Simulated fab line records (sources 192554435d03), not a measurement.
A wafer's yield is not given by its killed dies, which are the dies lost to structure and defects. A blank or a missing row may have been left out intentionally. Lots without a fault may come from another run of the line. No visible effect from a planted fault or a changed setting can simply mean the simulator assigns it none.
Lot-split experiment    flow n5_finfet    7 lots, 39 wafers read, on a route of 1938 steps

## THE SPLIT ITSELF
At N5_BEOL_M2_DEP_57 (deposits SiCN from 3MS/NH3, target thk 8 nm, time 14 s), the setting time_s was moved away from the recipe's 14 s on 12 of the 39 wafers read, by -47.0% to +44.4%. The other wafers ran this setting at the recipe's value.

The split's own step is where the reading is taken.

## THE READING
SiCN_of_BEOL_M2_DEP_57.thk_nm (the simulator's own value, which no gauge read), in nm, at N5_BEOL_M2_DEP_57 (deposits SiCN from 3MS/NH3, target thk 8 nm, time 14 s). The file does not state a usual value for it. Across the 27 wafers here that went through the recipe, the average is 8.0 nm and the standard deviation 0.24 nm.

wafer   tool, chamber at the split  time_s as run, s  against the recipe  SiCN_of_BEOL_M2_DEP_57.thk_nm, nm  against lot-mates on the recipe
L076.1  pecvd-04, 2                 14                recipe              7.6                                -
L076.2  pecvd-04, 0                 14                recipe              8.2                                -
L076.3  pecvd-04, 1,1,2             14                recipe              8                                  -
L076.4  pecvd-04, 1,1,2             14                recipe              8                                  -
L076.6  pecvd-04, 1,1,2             14                recipe              8                                  -
L076.5  pecvd-04, 0                 14                recipe              8.4                                -
L075.1  pecvd-01, 2                 9.332             -33.3%              5.4                                -2.9
L075.2  pecvd-01, 0                 14                recipe              8.2                                -
L075.3  pecvd-01, 1,2               9.332             -33.3%              5.6                                -2.7
L075.5  pecvd-01, 1,2               9.332             -33.3%              5.6                                -2.7
L075.4  pecvd-01, 0,1               14                recipe              8.4                                -
L075.6  pecvd-01, 0,1               14                recipe              8.4                                -
L078.1  pecvd-03, 1,0               14                recipe              7.8                                -
L078.2  pecvd-03, 1,0               14                recipe              7.8                                -
L078.3  pecvd-03, 2,1,0             14                recipe              8                                  -
L078.4  pecvd-03, 2,1,0             14                recipe              8                                  -
L078.6  pecvd-03, 2,1,0             14                recipe              8                                  -
L078.5  pecvd-03, 2                 14                recipe              8.4                                -
L079.1  pecvd-04, 1                 20.21             +44.4%              11.2                               +3.3
L079.2  pecvd-04, 0                 14                recipe              8.2                                -
L079.3  pecvd-04, 2                 14                recipe              7.6                                -
L079.4  pecvd-04, 0                 20.21             +44.4%              11.8                               +3.9
L079.5  pecvd-04, 2                 14                recipe              7.8                                -
L079.6  pecvd-04, 1                 20.21             +44.4%              11.6                               +3.7
L081.1  pecvd-03, 1                 14                recipe              7.8                                -
L081.2  pecvd-03, 0,1               18.94             +35.3%              10.6                               +2.8
L081.5  pecvd-03, 0,1               18.94             +35.3%              10.6                               +2.8
L081.3  pecvd-03, 0                 18.94             +35.3%              10.8                               +3.0
L081.4  pecvd-03, 1                 14                recipe              7.6                                -
L081.6  pecvd-03, 0                 14                recipe              8                                  -
L084.1  pecvd-03, 2,0,2             14                recipe              8                                  -
L084.5  pecvd-03, 2,0,2             14                recipe              8                                  -
L084.6  pecvd-03, 2,0,2             14                recipe              8                                  -
L095.1  pecvd-04, 1,0               7.417             -47.0%              4.6                                -3.6
L095.4  pecvd-04, 1,0               7.417             -47.0%              4.6                                -3.6
L095.2  pecvd-04, 0                 14                recipe              8.4                                -
L095.3  pecvd-04, 2                 14                recipe              8                                  -
L095.5  pecvd-04, 2                 14                recipe              8.2                                -
L095.6  pecvd-04, 1                 7.417             -47.0%              4.8                                -3.4
Where a row lists several chambers, the file gives one row for several wafers and doesn't say which wafer went through which chamber.

FIT RESULTS
A straight line over all 39 wafers: SiCN_of_BEOL_M2_DEP_57.thk_nm changes by +0.075 nm for each +1% of time_s; r = +0.99; the points scatter about the line by 0.23 nm.
The same after taking each lot's own level away (the mean of its wafers on the recipe; 39 wafers): +0.0801 nm for each +1%; r = +0.99; scatter 0.2 nm.
According to that fit, moving time_s by its largest amount changes the reading by 3.8 nm.
The lots' own levels span 7.80 to 8.33 nm, that is 2.2 times the standard deviation above.
The two slopes agree, so the slope changes little with the lot-to-lot level.
Check: -3.77 nm against its lot-mates is what the line predicts for one of the wafers moved furthest among these (-47.0%) when that wafer is left out of the fit. Against them it came out at -3.6 nm.

## THE OTHER SPLITS THESE WAFERS WENT THROUGH
Note: prior to the reading, these wafers also went through further splits. Each is held against what the fit with the lots' levels taken away leaves over:
other split on the same wafers                  wafers away from the commonest value  r with SiCN_of_BEOL_M2_DEP_57.thk_nm (lot level and that fit taken away)
N5_ZERO_LAYER_PECVD_02 time_s                   12                                    +0.10
N5_FIN_SAQP_SPACER1_ALD_24 ald_cycles           15                                    -0.03
N5_STI_FIN_REVEAL_ETCHBACK_08 time_s            15                                    +0.00
N5_BEOL_M0_SAQP_MANDREL_ETCH_20 target_depth_a  12                                    +0.03
N5_BEOL_M1_ALD_98 ald_cycles                    15                                    -0.10

## FILE'S OWN FIT
SiCN_of_BEOL_M2_DEP_57.thk_nm changes by +0.0801 nm for each +1% of time_s, r = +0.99.
